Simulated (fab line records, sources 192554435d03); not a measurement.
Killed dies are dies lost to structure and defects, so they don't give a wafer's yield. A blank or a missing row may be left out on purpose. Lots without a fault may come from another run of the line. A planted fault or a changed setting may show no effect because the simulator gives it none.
fab line records | flow n5_finfet
record lots=24 wafers=72 last_day=20
route steps=1938 shown BEOL_M2@928 BEOL_M3@949
lots that met no fault: from a run of the same line without faults
start_h: hours from the record's first day to the start of the lot's first wafer shown | wait_h: hours since the lot's step before | " the same as in the row above | L1.1+2: a row that stands for several wafers | - no value, or no start given | * or withheld: withheld | < > ~ a bound
route shown NAME@n: a module of which the file shows steps, and the number in the route of the first | usual: mean/standard deviation of fault-free wafers | same: alike in all rows | chamber/n: place in a boat | sites: the reading at each site | _std_site: their standard deviation | _edge_site: outer sites' mean less inner sites' | radius_mm: how far each site lies from the wafer's centre | mask NAME#n: copy n | behind: the tool/chamber that last shaped the wafer | hold: why the lot was held/for how many hours/how that ended | device: the transistor (n, p or np) that didn't switch | end of line: the same wafers' tests at the end of the route | a step without rows: its recipe alone | killed: dies lost to structure and defects at the first sort, not the wafer's yield | map: a wafer's dies, x killed, . not, _ none there
set.NAME: the setting as run; set.NAME@STEP: as run at that earlier step | model.NAME: the simulator's own value behind a step, which no gauge read
steps of the route over a sample of lots; a table a step, a row a wafer
services: from which hour (start_h, from the record's first day; less than 0 if before it) a tool's chamber was out of use, for how many hours, and why
## steps
# step N5_BEOL_M2_DEP_57
# recipe material=SiCN target_thk_a=80 temp_c=withheld precursor=3MS/NH3 pressure_torr=3 rf_w=202 time_s=14
# usual chamber_pressure_Torr=3.000/0.0068 showerhead_plenum_p_Torr=3.660/0.017 throttle_valve_pct=9.0/0.4
# columns lot.wafer tool chamber start_h wait_h chamber_pressure_Torr showerhead_plenum_p_Torr throttle_valve_pct
L076.3 pecvd-01 1 173.53 0.0 3.004 3.639 8.3
L076.4 " 0 " " 3.003 3.670 9.3
L076.5 " 1 " " 3.010 3.631 8.7
L078.1 pecvd-01 1 173.76 0.0 2.994 3.638 8.3
L078.3 " 2 " " 3.004 3.659 9.2
L078.5 " 1 " " 2.989 3.637 8.5
L074.2 pecvd-02 2 175.37 0.0 3.004 3.633 9.1
L074.3 " 1 " " 3.017 3.684 9.3
L074.4 " 1 " " 3.010 3.673 8.8
L077.3 pecvd-02 2 175.66 0.0 2.999 3.642 9.2
L077.4 " 1 " " 3.004 3.676 9.1
L077.5 " 2 " " 3.007 3.638 9.2
L075.1 pecvd-04 0 178.65 0.0 3.000 3.673 9.3
L075.4 " 1 " " 2.995 3.677 8.7
L075.5 " 1 " " 2.999 3.680 8.6
L079.3 pecvd-04 0 185.86 0.0 2.996 3.668 9.6
L079.4 " 1 " " 3.000 3.673 8.6
L079.6 " 1 " " 3.004 3.669 8.6
L080.2 pecvd-01 0 188.10 0.0 3.000 3.663 9.3
L080.4 " 1 " " 3.003 3.635 8.6
L080.6 " 0 " " 2.992 3.667 9.3
L081.2 pecvd-04 1 196.22 0.0 2.998 3.664 8.6
L081.3 " 0 " " 3.017 3.670 9.4
L081.5 " 0 " " 2.999 3.669 9.7
L082.1 pecvd-04 2 203.53 0.0 3.009 3.662 8.4
L082.4 " 0 " " 2.996 3.671 9.4
L082.6 " 2 " " 3.011 3.663 8.4
L083.1 pecvd-04 1 205.24 0.0 2.996 3.674 8.7
L083.2 " 0 " " 3.020 3.652 9.4
L083.6 " 2 " " 3.000 3.656 8.4
L086.2 pecvd-04 2 240.36 0.0 3.002 3.652 8.3
L086.3 " 0 " " 2.998 3.661 9.4
L086.4 " 2 " " 3.004 3.672 8.4
L084.2 pecvd-04 2 249.18 0.0 3.008 3.663 8.8
L084.4 " 0 " " 3.000 3.671 9.5
L084.5 " 1 " " 2.998 3.674 8.7
L085.1 pecvd-01 2 251.92 0.0 2.996 3.653 8.6
L085.3 " 1 " " 3.007 3.642 8.2
L085.6 " 0 " " 2.995 3.659 9.7
L087.3 pecvd-02 0 255.30 0.0 3.002 3.673 9.2
L087.4 " 1 " " 2.988 3.688 9.2
L087.5 " 0 " " 3.001 3.674 9.2
L088.3 pecvd-01 0 258.92 0.0 2.996 3.674 9.6
L088.5 " 0 " " 2.995 3.677 9.7
L088.6 " 1 " " 2.998 3.639 8.5
L089.1 pecvd-02 1 259.21 0.0 3.000 3.684 8.9
L089.3 " 0 " " 3.001 3.661 9.5
L089.4 " 2 " " 2.993 3.632 9.0
L090.1 pecvd-02 1 262.20 0.0 3.002 3.679 9.2
L090.2 " 0 " " 2.998 3.683 9.5
L090.6 " 1 " " 2.987 3.681 9.1
L091.3 pecvd-04 0 267.28 0.0 2.998 3.669 9.3
L091.4 " 0 " " 3.002 3.655 9.5
L091.5 " 2 " " 2.996 3.654 8.2
L093.3 pecvd-01 0 273.97 0.0 3.004 3.661 9.4
L093.5 " 2 " " 3.005 3.644 8.8
L093.6 " 0 " " 2.994 3.664 9.5
L092.1 pecvd-02 2 275.64 0.0 2.996 3.643 9.3
L092.3 " 1 " " 3.005 3.684 8.8
L092.6 " 2 " " 2.999 3.628 9.3
L094.2 pecvd-02 2 282.19 0.0 2.998 3.631 9.1
L094.3 " 0 " " 3.002 3.674 9.6
L094.6 " 2 " " 3.003 3.631 9.2
L095.1 pecvd-02 0 287.04 0.0 3.011 3.679 9.4
L095.2 " 1 " " 2.997 3.687 8.9
L095.3 " 2 " " 3.012 3.627 9.2
L096.1 pecvd-01 1 287.16 0.0 2.998 3.635 8.6
L096.2 " 0 " " 3.005 3.662 9.3
L096.4 " 0 " " 2.996 3.666 9.4
L097.3 pecvd-01 0 304.54 0.0 2.989 3.667 9.7
L097.5 " 0 " " 2.995 3.655 9.6
L097.6 " 1 " " 3.004 3.639 8.6
# step N5_BEOL_M3_ETCH_63
# recipe chemistry=CF4 target=SiARC target_depth_a=156 mask_material=CAR-EUV time_s=26 ion_energy_ev=80 pressure_mtorr=40 source_w=545 bias_w=36 Ar_flow_sccm=100 cf4_flow_sccm=100 ends=cleared
# usual bias_w=36.01/0.098 drypump_motor_current_A=5.6/0.43 etch_rf_on_time_s=25.7/0.47 oes_product_au=0.67/0.063 rf_vpp_V=184.0/1.2 showerhead_plenum_p_Torr=2.13/0.066 throttle_valve_pct=15.71/0.19
# columns lot.wafer tool chamber start_h wait_h bias_w drypump_motor_current_A etch_rf_on_time_s oes_product_au rf_hours_counter_h rf_vpp_V showerhead_plenum_p_Torr throttle_valve_pct
L076.3 rie_diel-04 1 175.36 0.0 35.96 5.8 25.9 0.73 56 184.1 2.09 15.53
L076.4 " 0 " " 35.87 5.8 25.9 0.60 216 183.2 2.12 15.90
L076.5 " 0 " " 35.81 5.8 25.9 0.60 - 183.3 2.12 15.92
L078.1 rie_diel-05 1 175.52 0.0 35.98 5.9 25.1 0.76 49 186.4 2.27 15.73
L078.3 " 2 " " 36.04 5.5 25.1 0.67 138 183.5 2.07 15.66
L078.5 " 3 " " 36.10 5.0 25.3 0.75 - 184.3 2.10 15.46
L074.2 rie_diel-05 0 176.48 0.0 36.07 4.7 26.1 0.61 191 185.1 2.21 15.83
L074.3 " 2 " " 36.08 5.5 25.2 0.67 138 183.3 2.07 15.64
L074.4 " 3 " " 36.12 4.9 25.5 0.75 39 182.3 2.10 15.44
L077.3 rie_diel-01 3 178.35 0.0 35.75 6.4 26.3 0.77 27 183.4 2.11 15.59
L077.4 " 2 " " 35.99 5.1 25.3 0.74 47 184.8 2.19 15.45
L077.5 " 2 " " 36.00 5.1 25.4 0.73 - 183.6 2.19 15.45
L075.1 rie_diel-05 2 181.34 0.0 36.09 5.5 25.3 0.66 139 183.3 2.07 15.67
L075.4 " 0 " " 36.01 4.7 25.7 0.62 193 184.7 2.21 15.82
L075.5 " 2 " " 35.96 5.5 25.4 0.66 - 183.5 2.07 15.66
L079.3 rie_diel-05 1 187.66 0.0 36.12 5.9 25.4 0.76 52 186.1 2.26 15.73
L079.4 " 0 " " 36.02 4.7 26.2 0.61 195 184.7 2.21 15.84
L079.6 " 2 " " 36.09 5.5 25.3 0.66 - 183.6 2.07 15.68
L080.2 rie_diel-04 2 190.54 0.0 35.96 5.5 25.4 0.66 132 182.2 2.07 15.50
L080.4 " 1 " " 36.15 5.7 25.7 0.73 59 185.0 2.08 15.55
L080.6 " 3 " " 36.09 5.8 25.4 0.62 - 184.2 2.14 16.08
L081.2 rie_diel-04 0 197.86 0.0 36.00 5.8 25.8 0.60 223 184.3 2.12 15.93
L081.3 " 1 " " 35.90 5.7 26.0 0.73 62 182.8 2.08 15.55
L081.5 " 1 " " 35.98 5.7 25.7 0.74 - 183.1 2.08 15.55
L082.1 rie_diel-05 3 205.69 0.0 36.15 5.0 25.7 0.74 47 182.7 2.10 15.47
L082.4 " 2 " " 35.98 5.5 25.5 0.66 146 182.7 2.07 15.68
L082.6 " 2 " " 36.06 5.5 25.5 0.66 - 183.9 2.07 15.69
L083.1 rie_diel-05 0 206.85 0.0 36.14 4.7 26.2 0.61 201 184.4 2.21 15.85
L083.2 " 2 " " 36.08 5.5 25.4 0.65 146 182.5 2.07 15.70
L083.6 " 1 " " 35.91 5.9 25.8 0.74 - 185.6 2.26 15.74
L086.2 rie_diel-04 0 245.30 0.0 36.03 5.8 26.4 0.58 237 184.6 2.12 15.96
L086.3 " 1 " " 35.94 5.7 26.1 0.71 77 182.1 2.08 15.56
L086.4 " 3 " " 35.79 5.9 26.0 0.60 240 183.2 2.13 16.13
L084.2 rie_diel-04 1 251.97 0.0 35.94 5.7 25.9 0.71 80 184.2 2.08 15.60
L084.4 " 1 " " 35.85 5.7 25.8 0.71 - 184.9 2.08 15.59
L084.5 " 0 " " 35.93 5.8 26.5 0.58 - 184.2 2.12 15.96
L085.1 rie_diel-04 2 255.18 0.0 35.92 5.5 26.1 0.65 152 184.4 2.06 15.55
L085.3 " 1 " " 35.97 5.8 25.9 0.70 81 184.2 2.08 15.59
L085.6 " 2 " " 35.93 5.5 25.8 0.65 - 182.5 2.06 15.55
L087.3 rie_diel-05 3 256.55 0.0 36.05 5.0 25.7 0.72 64 182.2 2.09 15.50
L087.4 " 1 " " 35.92 5.9 25.6 0.72 74 185.2 2.26 15.79
L087.5 " 2 " " 35.95 5.5 25.7 0.64 - 183.6 2.06 15.72
L088.3 rie_diel-04 0 260.68 0.0 36.04 5.8 26.2 0.59 244 183.4 2.12 15.97
L088.5 " 2 " " 35.97 5.5 25.8 0.64 - 183.5 2.06 15.56
L088.6 " 1 " " 35.98 5.7 25.7 0.72 - 183.1 2.08 15.59
L089.1 rie_diel-05 0 262.51 0.0 36.04 4.7 26.0 0.60 220 186.2 2.20 15.88
L089.3 " 2 " " 35.97 5.5 25.4 0.64 165 183.4 2.06 15.72
L089.4 " 2 " " 35.99 5.5 25.4 0.64 - 182.1 2.06 15.73
L090.1 rie_diel-01 0 263.78 0.0 35.92 6.1 25.3 0.78 11 184.3 2.20 15.71
L090.2 " 1 " " 36.11 6.1 24.7 0.61 226 184.9 2.19 15.60
L090.6 " 3 " " 36.10 6.4 26.8 0.73 - 182.6 2.10 15.64
L091.3 rie_diel-04 0 269.04 0.0 36.05 5.8 26.2 0.58 247 184.4 2.11 15.99
L091.4 " 3 " " 36.10 5.8 25.7 0.60 244 182.4 2.13 16.12
L091.5 " 0 " " 36.07 5.8 26.2 0.58 - 183.3 2.11 15.99
L093.3 rie_diel-01 1 275.50 0.0 35.93 6.1 24.5 0.60 230 186.6 2.19 15.64
L093.5 " 3 " " 36.08 6.3 26.5 0.72 - 183.6 2.10 15.64
L093.6 " 0 " " 36.26 6.1 25.1 0.78 - 185.7 2.20 15.70
L092.1 rie_diel-05 2 278.59 0.0 36.05 5.5 25.2 0.64 171 182.9 2.06 15.74
L092.3 " 1 " " 35.87 5.9 25.4 0.72 83 185.3 2.25 15.80
L092.6 " 2 " " 36.06 5.5 25.4 0.63 - 183.5 2.06 15.71
L094.2 rie_diel-04 1 283.77 0.0 36.06 5.7 26.2 0.69 93 183.4 2.07 15.59
L094.3 " 3 " " 35.80 5.9 26.2 0.60 249 182.1 2.13 16.14
L094.6 " 2 " " 36.15 5.5 26.1 0.63 - 184.7 2.06 15.58
L095.1 rie_diel-01 2 288.00 0.0 36.07 5.1 25.1 0.71 72 183.9 2.18 15.50
L095.2 " 3 " " 35.87 6.3 26.1 0.72 62 183.8 2.10 15.66
L095.3 " 1 " " 36.13 6.1 24.2 0.61 233 183.5 2.19 15.64
L096.1 rie_diel-05 2 290.79 0.0 35.99 5.5 25.4 0.63 174 184.2 2.06 15.73
L096.2 " 1 " " 36.07 5.9 25.6 0.71 86 185.1 2.25 15.80
L096.4 " 0 " " 36.12 4.7 25.9 0.60 230 185.4 2.20 15.92
L097.3 rie_diel-04 2 305.83 0.0 35.89 5.5 25.5 0.64 172 182.5 2.05 15.59
L097.5 " 0 " " 35.84 5.8 25.9 0.81 - 183.2 2.11 15.53
L097.6 " 1 " " 35.85 5.8 25.7 0.68 - 184.0 2.07 15.61
# step N5_BEOL_M3_HM_OPEN_17
# recipe chemistry=Cl2/BCl3 target_depth_a=200 overetch_a=60 target=TiN mask_material=SOC ion_energy_ev=150 pressure_mtorr=10 icp_w=1000 bias_w=126 Cl2_flow_sccm=53.25 bcl3_flow_sccm=21.75 Ar_flow_sccm=25
# usual bias_w=125.9/0.35 drypump_motor_current_A=5.6/0.58 oes_product_au=0.67/0.09 throttle_valve_pct=22.09/0.21
# columns lot.wafer tool chamber start_h wait_h bias_w drypump_motor_current_A oes_product_au rf_hours_counter_h throttle_valve_pct
L076.3 rie_metal-01 0 175.59 0.1 125.3 4.9 0.71 - 22.07
L076.4 " 1 " " 125.9 5.7 0.68 - 21.80
L076.5 " 1 " " 126.5 5.6 0.68 - 21.81
L078.1 rie_metal-03 1 175.72 0.0 126.2 6.0 0.55 101 22.00
L078.3 " 0 " " 125.8 5.1 0.68 - 22.39
L078.5 " 1 " " 125.8 6.0 0.55 - 22.00
L074.2 rie_metal-03 0 176.68 0.0 125.8 5.2 0.69 32 22.39
L074.3 " 0 " " 125.5 5.1 0.69 - 22.37
L074.4 " 1 " " 125.8 6.0 0.55 - 22.00
L077.3 rie_metal-03 0 178.58 0.1 125.6 5.1 0.69 - 22.38
L077.4 " 1 " " 125.7 6.0 0.55 - 21.99
L077.5 " 0 " " 125.8 5.2 0.68 - 22.37
L075.1 rie_metal-01 1 181.53 0.0 126.5 5.7 0.69 30 21.78
L075.4 " 1 " " 125.9 5.7 0.68 - 21.80
L075.5 " 1 " " 126.8 5.7 0.68 - 21.79
L079.3 rie_metal-02 1 187.90 0.1 126.0 6.4 0.76 - 22.23
L079.4 " 0 " " 126.5 4.9 0.52 - 21.99
L079.6 " 1 " " 125.6 6.4 0.76 - 22.21
L080.2 rie_metal-02 1 190.73 0.0 126.2 6.4 0.77 15 22.22
L080.4 " 0 " " 125.8 4.8 0.53 - 21.98
L080.6 " 1 " " 125.9 6.4 0.76 - 22.22
L081.2 rie_metal-02 1 198.05 0.0 125.2 6.3 0.76 15 22.22
L081.3 " 1 " " 126.6 6.4 0.76 - 22.23
L081.5 " 1 " " 126.4 6.4 0.75 - 22.22
L082.1 rie_metal-01 1 205.88 0.0 125.7 5.6 0.68 31 21.80
L082.4 " 0 " " 125.8 5.0 0.72 - 22.07
L082.6 " 0 " " 125.8 5.0 0.71 - 22.06
L083.1 rie_metal-02 1 207.05 0.0 126.1 6.4 0.76 16 22.23
L083.2 " 0 " " 126.1 4.9 0.53 122 21.99
L083.6 " 1 " " 126.3 6.4 0.76 - 22.20
L086.2 rie_metal-03 1 245.50 0.0 126.3 6.0 0.55 106 22.00
L086.3 " 0 " " 125.6 5.2 0.67 - 22.40
L086.4 " 1 " " 125.9 6.0 0.54 - 22.00
L084.2 rie_metal-03 1 252.16 0.0 125.5 6.0 0.54 107 22.00
L084.4 " 0 " " 126.3 5.1 0.67 - 22.40
L084.5 " 0 " " 126.2 5.1 0.67 - 22.40
L085.1 rie_metal-02 1 255.38 0.0 125.9 6.4 0.73 22 22.25
L085.3 " 1 " " 126.1 6.4 0.73 - 22.26
L085.6 " 1 " " 126.2 6.4 0.74 - 22.23
L087.3 rie_metal-03 1 256.78 0.1 126.2 6.0 0.55 - 21.99
L087.4 " 0 " " 126.2 5.1 0.67 - 22.39
L087.5 " 1 " " 126.0 6.0 0.55 - 21.99
L088.3 rie_metal-03 1 260.90 0.1 125.7 6.0 0.54 - 22.03
L088.5 " 0 " " 125.9 5.1 0.67 - 22.40
L088.6 " 1 " " 126.1 6.0 0.53 - 22.01
L089.1 rie_metal-03 1 262.70 0.0 126.6 6.0 0.54 109 22.01
L089.3 " 1 " " 126.4 6.0 0.54 - 22.00
L089.4 " 0 " " 126.1 5.2 0.67 - 22.40
L090.1 rie_metal-02 0 263.98 0.0 125.7 4.8 0.85 0 21.79
L090.2 " 1 " " 125.7 6.4 0.72 23 22.25
L090.6 " 0 " " 126.3 4.8 0.84 - 21.77
L091.3 rie_metal-01 1 269.26 0.1 125.6 5.6 0.67 - 21.79
L091.4 " 0 " " 126.2 4.9 0.71 - 22.07
L091.5 " 1 " " 125.6 5.6 0.67 - 21.82
L093.3 rie_metal-02 0 275.73 0.1 125.7 4.9 0.82 - 21.79
L093.5 " 1 " " 125.8 6.4 0.73 - 22.24
L093.6 " 0 " " 125.7 4.9 0.82 - 21.80
L092.1 rie_metal-01 1 278.78 0.0 125.5 5.7 0.67 37 21.83
L092.3 " 0 " " 125.9 5.0 0.69 - 22.09
L092.6 " 1 " " 125.9 5.7 0.66 - 21.81
L094.2 rie_metal-02 1 283.96 0.0 126.2 6.4 0.73 25 22.27
L094.3 " 1 " " 126.3 6.4 0.72 - 22.25
L094.6 " 0 " " 126.6 4.8 0.82 - 21.80
L095.1 rie_metal-02 0 288.19 0.0 126.3 4.8 0.81 2 21.79
L095.2 " 1 " " 125.0 6.4 0.73 25 22.25
L095.3 " 0 " " 126.4 4.8 0.82 - 21.79
L096.1 rie_metal-03 1 290.98 0.0 125.8 6.0 0.53 112 22.03
L096.2 " 0 " " 125.6 5.2 0.66 43 22.43
L096.4 " 0 " " 125.6 5.1 0.66 - 22.42
L097.3 rie_metal-01 0 306.06 0.1 126.0 5.0 0.70 - 22.08
L097.5 " 0 " " 126.0 5.0 0.70 - 22.08
L097.6 " 1 " " 126.2 5.7 0.66 - 21.83
# step N5_BEOL_M3_ALD_84
# recipe material=TaN target_thk_a=* temp_c=275 ald_precursor_family=PDMAT ald_co_reactant=NH3 pressure_torr=3 carrier_flow_sccm=1500 pulse_time_s=2 purge_time_s=3 co_reactant_purge_time_s=2 co_reactant_pulse_time_s=3 ald_cycles=30 precursor_vessel_temp_c=75 precursor_vessel_pressure_torr=26.25 precursor_vessel_carrier_sccm=1000
# usual chamber_pressure_Torr=3.002/0.0058 heater_power_w=421/51 mfc_carrier_sccm=1500/4.9
# columns lot.wafer tool chamber start_h wait_h chamber_pressure_Torr heater_power_w mfc_carrier_sccm
L076.3 ald_metal-02 0 190.48 0.1 3.008 501 1505
L076.4 " 3 " " 3.004 433 1502
L076.5 " 0 " " 3.009 499 1502
L078.1 ald_metal-02 3 192.98 0.0 3.001 420 1496
L078.3 " 1 " " 3.001 378 1507
L078.5 " 2 " " 2.999 390 1504
L074.2 ald_metal-02 2 193.45 0.0 2.997 392 1498
L074.3 " 1 " " 3.011 380 1498
L074.4 " 3 " " 2.996 425 1498
L077.3 ald_metal-02 1 197.34 0.0 2.996 384 1494
L077.4 " 3 " " 3.005 428 1497
L077.5 " 1 " " 3.006 376 1494
L075.1 ald_metal-02 2 203.34 0.0 3.007 397 1495
L075.4 " 1 " " 2.999 384 1503
L075.5 " 2 " " 2.998 396 1496
L080.2 ald_metal-02 0 205.96 0.0 3.007 507 1502
L080.4 " 1 " " 3.006 398 1507
L080.6 " 3 " " 3.001 437 1504
L079.3 ald_metal-03 1 208.83 0.0 3.008 463 1498
L079.4 " 2 " " 3.013 331 1502
L079.6 " 2 " " 3.005 323 1502
L081.2 ald_metal-04 0 215.97 0.0 3.015 488 1507
L081.3 " 1 " " 2.996 384 1501
L081.5 " 3 " " 3.004 419 1514
L082.1 ald_metal-02 1 220.71 0.1 3.000 387 1504
L082.4 " 1 " " 3.016 375 1493
L082.6 " 0 " " 3.009 502 1507
L083.1 ald_metal-03 2 221.03 0.1 2.999 326 1502
L083.2 " 0 " " 2.994 412 1505
L083.6 " 2 " " 2.998 326 1501
L086.2 ald_metal-03 2 258.32 0.0 3.008 333 1505
L086.3 " 0 " " 3.000 406 1498
L086.4 " 3 " " 3.001 449 1505
L084.2 ald_metal-02 1 267.43 0.1 2.999 392 1505
L084.4 " 0 " " 3.003 512 1505
L084.5 " 0 " " 2.999 518 1499
L085.1 ald_metal-02 1 270.24 0.0 3.002 386 1503
L085.3 " 3 " " 3.003 428 1495
L085.6 " 1 " " 3.002 379 1504
L087.3 ald_metal-02 0 274.35 0.1 2.991 496 1504
L087.4 " 2 " " 2.994 407 1494
L087.5 " 0 " " 2.995 509 1502
L088.3 ald_metal-04 3 275.88 0.0 2.996 428 1501
L088.5 " 0 " " 2.993 484 1507
L088.6 " 3 " " 3.001 433 1496
L089.1 ald_metal-03 2 278.84 0.1 3.008 327 1492
L089.3 " 3 " " 2.999 444 1496
L089.4 " 1 " " 3.004 463 1509
L091.3 ald_metal-03 1 279.04 0.1 2.998 461 1500
L091.4 " 2 " " 3.001 326 1494
L091.5 " 0 " " 3.010 404 1501
L090.1 ald_metal-04 3 284.18 0.1 3.001 424 1489
L090.2 " 0 " " 3.015 483 1502
L090.6 " 0 " " 3.003 488 1503
L093.3 ald_metal-04 0 287.30 0.0 2.997 488 1500
L093.5 " 2 " " 2.997 384 1496
L093.6 " 1 " " 3.001 398 1503
L092.1 ald_metal-03 1 291.09 0.1 2.996 466 1498
L092.3 " 3 " " 3.001 455 1497
L092.6 " 3 " " 2.996 455 1493
L094.2 ald_metal-02 0 292.38 0.1 3.010 501 1498
L094.3 " 1 " " 3.000 381 1508
L094.6 " 3 " " 3.005 433 1498
L095.1 ald_metal-03 2 304.71 0.0 3.007 326 1495
L095.2 " 0 " " 3.001 398 1502
L095.3 " 3 " " 3.005 458 1500
L096.1 ald_metal-03 0 308.66 0.1 2.998 403 1498
L096.2 " 1 " " 2.995 466 1500
L096.4 " 3 " " 3.004 467 1506
L097.3 ald_metal-04 3 340.61 0.1 3.003 431 1504
L097.5 " 2 " " 3.001 384 1506
L097.6 " 3 " " 3.004 417 1497
# step N5_BEOL_M3_SURFACE_TREAT_85
# recipe gas=Ar time_s=* ion_energy_ev=* ion_current_ma_cm2=0.5 pressure_mtorr=* ar_flow_sccm=30
# usual pressure_mtorr=* throttle_valve_pct=*
# columns lot.wafer tool chamber start_h wait_h pressure_mtorr throttle_valve_pct
L076.3 pvd_sputter-01 - 190.70 0.1 * *
L076.4 " - " " * *
L076.5 " - " " * *
L078.1 pvd_sputter-02 - 193.26 0.2 * *
L078.3 " - " " * *
L078.5 " - " " * *
L074.2 pvd_sputter-01 - 193.95 0.4 * *
L074.3 " - " " * *
L074.4 " - " " * *
L077.3 pvd_sputter-03 - 197.62 0.2 * *
L077.4 " - " " * *
L077.5 " - " " * *
L075.1 pvd_sputter-03 - 203.60 0.2 * *
L075.4 " - " " * *
L075.5 " - " " * *
L080.2 pvd_sputter-01 - 206.32 0.3 * *
L080.4 " - " " * *
L080.6 " - " " * *
L079.3 pvd_sputter-01 - 209.05 0.1 * *
L079.4 " - " " * *
L079.6 " - " " * *
L081.2 pvd_sputter-03 - 216.21 0.1 * *
L081.3 " - " " * *
L081.5 " - " " * *
L082.1 pvd_sputter-03 - 220.95 0.1 * *
L082.4 " - " " * *
L082.6 " - " " * *
L083.1 pvd_sputter-03 - 221.53 0.4 * *
L083.2 " - " " * *
L083.6 " - " " * *
L086.2 pvd_sputter-03 - 258.56 0.1 * *
L086.3 " - " " * *
L086.4 " - " " * *
L084.2 pvd_sputter-02 - 267.75 0.2 * *
L084.4 " - " " * *
L084.5 " - " " * *
L085.1 pvd_sputter-02 - 270.69 0.4 * *
L085.3 " - " " * *
L085.6 " - " " * *
L087.3 pvd_sputter-03 - 274.74 0.3 * *
L087.4 " - " " * *
L087.5 " - " " * *
L088.3 pvd_sputter-01 - 276.17 0.2 * *
L088.5 " - " " * *
L088.6 " - " " * *
L089.1 pvd_sputter-03 - 279.10 0.2 * *
L089.3 " - " " * *
L089.4 " - " " * *
L091.3 pvd_sputter-03 - 279.30 0.2 * *
L091.4 " - " " * *
L091.5 " - " " * *
L090.1 pvd_sputter-02 - 285.98 1.7 * *
L090.2 " - " " * *
L090.6 " - " " * *
L093.3 pvd_sputter-01 - 288.06 0.7 * *
L093.5 " - " " * *
L093.6 " - " " * *
L092.1 pvd_sputter-03 - 291.32 0.1 * *
L092.3 " - " " * *
L092.6 " - " " * *
L094.2 pvd_sputter-02 - 292.68 0.2 * *
L094.3 " - " " * *
L094.6 " - " " * *
L095.1 pvd_sputter-02 - 304.99 0.2 * *
L095.2 " - " " * *
L095.3 " - " " * *
L096.1 pvd_sputter-03 - 309.18 0.4 * *
L096.2 " - " " * *
L096.4 " - " " * *
L097.3 pvd_sputter-02 - 341.08 0.4 * *
L097.5 " - " " * *
L097.6 " - " " * *
# step N5_BEOL_M3_ANNEAL_87
# recipe temp_c=400 time_s=240 ambient=vacuum
# usual heater_power_w=841/110
# columns lot.wafer tool chamber start_h wait_h heater_power_w
L076.3 pvd_sputter-01 - 191.67 0.0 729
L076.4 " - " " 881
L076.5 " - " " 721
L078.1 pvd_sputter-02 - 194.44 0.0 806
L078.3 " - " " 756
L078.5 " - " " 866
L074.2 pvd_sputter-03 - 196.12 0.0 1108
L074.3 " - " " 711
L074.4 " - " " 802
L077.3 pvd_sputter-02 - 198.82 0.0 1096
L077.4 " - " " 808
L077.5 " - " " 895
L075.1 pvd_sputter-03 - 204.64 0.0 703
L075.4 " - " " 800
L075.5 " - " " 786
L080.2 pvd_sputter-01 - 207.62 0.0 790
L080.4 " - " " 906
L080.6 " - " " 702
L079.3 pvd_sputter-01 - 210.04 0.0 798
L079.4 " - " " 887
L079.6 " - " " 807
L081.2 pvd_sputter-01 - 218.75 0.0 801
L081.3 " - " " 722
L081.5 " - " " 797
L082.1 pvd_sputter-02 - 222.05 0.0 828
L082.4 " - " " 1034
L082.6 " - " " 1088
L083.1 pvd_sputter-03 - 222.63 0.0 861
L083.2 " - " " 1066
L083.6 " - " " 772
L086.2 pvd_sputter-03 - 259.62 0.0 725
L086.3 " - " " 1059
L086.4 " - " " 848
L084.2 pvd_sputter-02 - 268.73 0.0 807
L084.4 " - " " 1098
L084.5 " - " " 790
L085.1 pvd_sputter-02 - 271.92 0.0 879
L085.3 " - " " 761
L085.6 " - " " 765
L087.3 pvd_sputter-02 - 275.76 0.0 735
L087.4 " - " " 847
L087.5 " - " " 806
L088.3 pvd_sputter-02 - 277.60 0.0 754
L088.5 " - " " 874
L088.6 " - " " 1047
L089.1 pvd_sputter-01 - 280.06 0.0 863
L089.3 " - " " 819
L089.4 " - " " 719
L091.3 pvd_sputter-01 - 281.90 0.0 800
L091.4 " - " " 790
L091.5 " - " " 808
L090.1 pvd_sputter-01 - 286.96 0.0 871
L090.2 " - " " 782
L090.6 " - " " 812
L093.3 pvd_sputter-03 - 289.85 0.0 825
L093.5 " - " " 845
L093.6 " - " " 1054
L092.1 pvd_sputter-03 - 292.28 0.0 869
L092.3 " - " " 1061
L092.6 " - " " 851
L094.2 pvd_sputter-02 - 294.00 0.0 1107
L094.3 " - " " 756
L094.6 " - " " 806
L095.1 pvd_sputter-02 - 306.11 0.0 736
L095.2 " - " " 832
L095.3 " - " " 901
L096.1 pvd_sputter-02 - 311.49 0.0 880
L096.2 " - " " 1088
L096.4 " - " " 809
L097.3 pvd_sputter-01 - 342.37 0.0 709
L097.5 " - " " 774
L097.6 " - " " 835
## services
# columns tool chamber start_h hours kind
pecvd-01 - 152.19 0.9 repair
rie_diel-01 3 160.50 4.9 repair
rie_metal-02 1 199.28 6.9 repair
ald_metal-02 3 215.35 28.4 repair
rie_diel-04 2 222.58 4.9 repair
rie_diel-05 - 223.92 0.2 repair
pecvd-01 - 236.93 14.6 pm
rie_diel-01 - 240.37 5.9 repair
pecvd-02 0 241.45 3.9 repair
rie_diel-01 2 252.91 26.0 repair
rie_diel-01 - 253.32 6.4 repair
pecvd-01 - 266.95 2.8 pm
rie_diel-04 0 277.96 - clean
rie_diel-04 0 277.96 - consumable_replace:focus_ring
pecvd-01 1 278.52 4.2 repair
ald_metal-03 - 280.48 0.8 repair
pecvd-01 2 284.94 19.7 repair
pecvd-04 - 296.71 4.4 repair
ald_metal-02 - 299.15 0.8 repair
rie_diel-01 0 301.70 3.2 repair
rie_metal-02 - 325.49 1.1 repair
ald_metal-02 2 336.92 11.1 repair
rie_metal-01 1 339.18 17.2 repair
rie_metal-03 0 339.98 5.8 repair
## key
fault none
